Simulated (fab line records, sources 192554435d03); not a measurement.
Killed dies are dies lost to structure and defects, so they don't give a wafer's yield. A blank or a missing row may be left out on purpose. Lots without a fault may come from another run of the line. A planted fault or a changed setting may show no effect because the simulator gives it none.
Chamber matching | flow n5_finfet | N5_BEOL_M2_CMP_52 on cmp-02: 4 sister chambers
The step polishes, stops on SiOC, t overpolish 6.8 s, target thk 40 nm. 4 wafers are shown with their chamber, then 7 later ones without.

WAFERS WITH THEIR CHAMBER
wafer  | chamber | time_to_endpoint_s (s)
L088.1 | 2       | 63
L090.6 | 0       | 62
L091.2 | 3       | 58
L091.3 | 1       | 56

WAFERS WITHOUT THEIR CHAMBER
wafer  | time_to_endpoint_s (s)
L091.4 | 66
L096.1 | 66
L096.3 | 61
L096.5 | 62
L097.1 | 69
L097.4 | 62
L097.5 | 59

WHICH CHAMBER EACH WENT THROUGH
wafer  | from the rows above               | in truth
L091.4 | can't be placed: 2 or 0 or 3      | 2
L096.1 | can't be placed: 2 or 0 or 3      | 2
L096.3 | can't be placed: 0 or 2 or 3 or 1 | 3
L096.5 | can't be placed: 0 or 2 or 3      | 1
L097.1 | can't be placed: 2 or 0 or 3      | 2
L097.4 | can't be placed: 0 or 2 or 3      | 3
L097.5 | can't be placed: 3 or 0 or 1 or 2 | 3
Placed correctly: 0 of 7. Can't be placed from these rows: 7 (the true chamber is among the candidates in 6). Placed wrongly: 0.
How it was worked out, from the rows above alone: a wafer's distance from a chamber is the root of the sum, over the readings, of the square of ((its reading less the chamber's mean) divided by the reading's scatter). The wafer belongs to the nearest chamber; if the next one is less than 2 further off, it can't be placed. A chamber's mean is the mean of its shown wafers. The scatter: with one shown wafer a chamber, the root of the mean of the squares of how far each hidden wafer lies from its nearest shown one.
